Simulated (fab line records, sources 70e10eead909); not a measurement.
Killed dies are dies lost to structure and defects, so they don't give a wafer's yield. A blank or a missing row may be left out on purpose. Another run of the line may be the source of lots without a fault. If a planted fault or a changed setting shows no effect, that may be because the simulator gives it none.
Problem report, 8D (eight disciplines) form, completed by code | flow nand_harc | the parts of the form that need people (team, actions taken, sign-off) are left out

== 1. WHAT IS WRONG ==
killed_at_array at NHARC_END_SORT_01 reads a mean of 161 on 3 wafers of 3 lots; wafers without a fault read 54 with a standard deviation of 18. That puts it +5.9 standard deviations away from the usual mean.
The first sign was on wafer L436.5 at day 29 15:47, on prober-01. Wafers with a number at this step in the record: 7, from 3 lots. By rule, "out" or "out of limits" means more than 4 standard deviations away from the usual mean. The other wafers with a number count as sound.

== 2. WHAT IT IS AND WHAT IT IS NOT ==
question                    | is                     | is not
which readings at this step | killed_at_array        | killed_at_other, killed_at_periphery, killed_open, killed_short
which lots                  | L436, L437, L439       | -
which wafers of those lots  | L436.5, L437.6, L439.5 | L436.3, L436.4, L437.3, L439.2
read on which gauges        | prober-01, prober-02   | -
when                        | from day 29 15:47      | up to then (2 sound wafers); but 2 sound wafers of L437, L439 came after

== 3. WHAT RULES OUT EACH SUSPECT ==
Counting: if a tool at a process step up to the reading ran every lot that is out, it stays a suspect. Sound lots after the first of them don't rule it out here, since some wafers of a struck lot are sound.
- the gauge at NHARC_END_SORT_01 is ruled out. The wafers that are out were read on 2 gauges (prober-01, prober-02).
- rie_diel-03 at NHARC_A_SGD_CUT_ETCH_58 (etches the open film in CF4, target depth 39 nm, time 65 s): kept. It ran every lot that is out, first L436 (day 24 00:02). Its own readings are out on those wafers: oes_product_au.
- rie_diel-08 at NHARC_A_SGD_CUT_ETCHBACK_24 (etches the open film in CH3F/O2, target depth 50 nm, time 92.857 s): kept. It ran every lot that is out, first L436 (day 24 06:13).
After counting, rie_diel-03 at NHARC_A_SGD_CUT_ETCH_58 and rie_diel-08 at NHARC_A_SGD_CUT_ETCHBACK_24 remain.

== 4. THE CAUSE (what the simulator had put in) ==
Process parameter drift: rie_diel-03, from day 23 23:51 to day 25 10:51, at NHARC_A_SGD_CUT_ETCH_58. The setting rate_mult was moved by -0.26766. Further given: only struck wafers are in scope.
After counting, 2 suspects remain, this tool included.

== 5. SEQUENCE OF EFFECTS, ordered by route ==
Rows list readings where the struck wafers' mean (over those with a number) sits beyond 3 standard deviations from the usual. Only readings whose record carries a usual standard deviation are examined. hours: median over the lots of the time between each lot's start at the first step of this table that gives one and its start at this step. sigmas: the change, counted in usual standard deviations.
hours | step                    | reading         | usual      | on struck wafers | change | sigmas
0     | NHARC_A_SGD_CUT_ETCH_58 | oes_product_au  | 1.001 a.u. | 0.833            | -0.168 | -18
142   | NHARC_END_SORT_01       | killed_at_array | 54         | 161              | +107   | +5.9
142   | NHARC_END_SORT_01       | killed_dies     | 59         | 164              | +105   | +5.8
The process steps in it:
- NHARC_A_SGD_CUT_ETCH_58: etches the open film in CF4, target depth 39 nm, time 65 s.

== 6. WHAT WOULD HAVE CAUGHT IT SOONER ==
136 hours passed between the start of the fault at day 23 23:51 and the first reading out of limits at a measuring or inspecting step in this record, taken at day 29 15:47.
Tool's own readings at NHARC_A_SGD_CUT_ETCH_58, oes_product_au: out on all struck wafers the step has rows for; an alarm limit on them would have tripped on the first.
By day 29 15:47 the whole set of lots that are out, 3 in number, had already begun NHARC_A_SGD_CUT_ETCH_58 on rie_diel-03. Had the tool been put on hold then, not one of them would have been saved.
